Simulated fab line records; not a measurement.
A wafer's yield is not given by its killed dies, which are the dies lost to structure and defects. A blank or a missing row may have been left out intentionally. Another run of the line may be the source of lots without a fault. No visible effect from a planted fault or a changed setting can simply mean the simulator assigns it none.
Comparing a struck lot with a sound one | flow nand-harc | 41 out of 1302 route steps
Sound: wafers L267.1, L267.4, L267.5. The struck wafers were L274.1, L274.2, L274.6. The cause comes at the end.
Per side, at each step with rows, come the tool, then ch with its chambers, and then its first start. Under that, the readings that differ: sound wafers | struck wafers | difference of the means | sigmas: that difference in standard deviations of wafers without a fault.
alike: a reading whose means differ by less than 2 such deviations, as well as words and numbers matching on both sides. not compared: withheld readings; readings where some wafer has no value; bounds like >300 that might hide an equal value; numbers whose values overlap and for which the record gives no deviation.
The two part at a step that has a row with sigmas, a row that says differs or no value, or rows on one side only. Non-overlapping numbers with no deviation appear without sigmas and do not part them. Lack of a reading on every wafer of one side parts them only where that side has two or more wafers.

first, 7 steps without rows for these wafers: NHARC_A_SGD_CUT_COAT_57 (time 65 s); NHARC_A_SGD_CUT_COAT_03 (resist thk 90 nm); NHARC_A_SGD_CUT_SOFTBAKE_04 (time 55 s); NHARC_A_SGD_CUT_EBR_05; NHARC_A_SGD_CUT_EXPOSE_06 (exposes mask SGD); NHARC_A_SGD_CUT_PEB_07 (peb time 65 s); NHARC_A_SGD_CUT_DEVELOP_08 (develop time 35 s).
NHARC_A_SGD_CUT_CD_MEAS_09 targets a cd of 100 nm.
  sound on cd-sem-01 ch 0, day 19 20:40; struck on cd-sem-02 ch 0, day 23 13:08
  alike: cd-nm
NHARC_A_SGD_CUT_OVL_MEAS_10:
  sound: overlay-01 at day 19 20:45; struck: overlay-01 at day 23 13:14
  alike: overlay-x-nm, overlay-y-nm
NHARC_A_SGD_CUT_INSPECT_11:
  sound: defect-inspect-01 at day 19 20:47; struck: defect-inspect-02 at day 23 13:16
  alike: raw-defect-count
NHARC_A_SGD_CUT_DESCUM_14: chemistry O2, time 3 s.
  sound on rie-diel-02 ch 0,1,3, day 19 20:52; struck on rie-diel-02 ch 2,3, day 23 13:20
  alike: drypump-motor-current-A, oes-product-au, rf-vpp-V, showerhead-plenum-p-Torr, throttle-valve-pct
  not compared: rf-hours-counter-h
NHARC_A_SGD_CUT_ETCH_58: etches the open film in CF4, target depth 39 nm, time 65 s.
  sound on rie-diel-02 ch 0,1, day 19 20:56; struck on rie-diel-02 ch 1,2,3, day 23 13:25
  alike: drypump-motor-current-A, oes-product-au, rf-vpp-V, showerhead-plenum-p-Torr, throttle-valve-pct
  not compared: rf-hours-counter-h
NHARC_A_SGD_CUT_ETCH_59: etches the open film in N2/H2, target depth 260 nm, time 406.25 s.
  sound on rie-diel-02 ch 2,3, day 19 21:02; struck on rie-diel-02 ch 0,1, day 23 13:31
  alike: drypump-motor-current-A, oes-product-au, rf-vpp-V, showerhead-plenum-p-Torr, throttle-valve-pct
  not compared: rf-hours-counter-h
then, 9 steps without rows for these wafers: NHARC_A_SGD_CUT_ETCH_15 (etches the open film in CH3F/O2, target depth 75 nm, time 64.3 s); NHARC_A_SGD_CUT_ETCH_16 (etches the open film in C4F8/O2/Ar, target depth 310.5 nm, time 155.2 s); NHARC_A_SGD_CUT_STRIP_60 (strips in C4F8/O2/Ar); NHARC_A_SGD_CUT_STRIP_17 (strips in O2); NHARC_A_SGD_CUT_PRECLEAN_18 (cleans in SC1); NHARC_A_SGD_CUT_SRD_19; NHARC_A_SGD_CUT_DEP_20 (deposits SiO2, target thk 150 nm); NHARC_A_SGD_CUT_ANNEAL_27 (time 1800 s); NHARC_A_SGD_CUT_CMP_21 (polishes, target thk 148.19 nm).
NHARC_A_SGD_CUT_THK_MEAS_22: measures by ellipsometry.
  sound: film-metro-02 at day 20 03:01; struck: film-metro-01 at day 23 17:37
  alike: thk-nm
then, 2 steps without rows for these wafers: NHARC_A_SGD_CUT_SRD_23; NHARC_A_SGD_CUT_ETCH_26 (etches SiO2 in dHF, target depth 45.8 nm).
NHARC_A_SGD_CUT_ETCHBACK_24: etches the open film in CH3F/O2, target depth 50 nm, time 92.857 s.
  sound on rie-diel-02 ch 0,2, day 20 03:16; struck on rie-diel-03 ch 0,2, day 23 17:50
  reading               | sound          | struck         | difference | sigmas
  oes-product-au (a.u.) | 0.91 0.92 0.93 | 1.00 1.00 1.01 | +0.08      | +3
  alike: drypump-motor-current-A, rf-vpp-V, showerhead-plenum-p-Torr, throttle-valve-pct
  not compared: rf-hours-counter-h
then, 2 steps without rows for these wafers: NHARC_A_SGD_CUT_STRIP_28 (strips in O2, time 20 s); NHARC_A_SLIT_DEP_25 (deposits SiO2, target thk 200 nm).
NHARC_A_SLIT_DEP_00: deposits aC, target thk 6200 nm.
  sound on acl-dep-03 ch 0, day 20 04:14; struck on acl-dep-02 ch 0, day 23 18:31
  alike: throttle-valve-pct
NHARC_A_SLIT_DEP_23: deposits SiON, target thk 100 nm.
  sound on pecvd-01 ch 0,1,2, day 20 08:02; struck on pecvd-01 ch 1,2, day 23 22:17
  alike: heater-power-w, showerhead-vpp-V
then, 8 steps without rows for these wafers: NHARC_A_SLIT_DEHYDRATE_01 (time 120 s); NHARC_A_SLIT_HMDS_02 (time 30 s); NHARC_A_SLIT_COAT_03 (resist thk 90 nm); NHARC_A_SLIT_SOFTBAKE_04 (time 55 s); NHARC_A_SLIT_EBR_05; NHARC_A_SLIT_EXPOSE_06 (exposes mask SLIT); NHARC_A_SLIT_PEB_07 (peb time 65 s); NHARC_A_SLIT_DEVELOP_08 (develop time 35 s).
NHARC_A_SLIT_CD_MEAS_09 targets a cd of 300 nm.
  sound on cd-sem-03 ch 0, day 20 08:34; struck on cd-sem-01 ch 0, day 23 23:07
  alike: cd-nm
NHARC_A_SLIT_OVL_MEAS_10:
  sound: overlay-02 at day 20 08:40; struck: overlay-01 at day 23 23:13
  alike: overlay-x-nm, overlay-y-nm
-- jump in the record: it breaks off in module A_SLIT and resumes in module END (first step shown: number 1302 of the route), and 5 days separate the struck wafers' starts before and after --
NHARC_END_SORT_01:
  at this point the record logs the struck wafers (prober-02 ch 0, day 28 14:28) and has no rows for the sound ones

## WHERE THEY PART
At NHARC_A_SGD_CUT_ETCHBACK_24 first; at NHARC_END_SORT_01 last (within this record only).

WHY: what the simulator had put in
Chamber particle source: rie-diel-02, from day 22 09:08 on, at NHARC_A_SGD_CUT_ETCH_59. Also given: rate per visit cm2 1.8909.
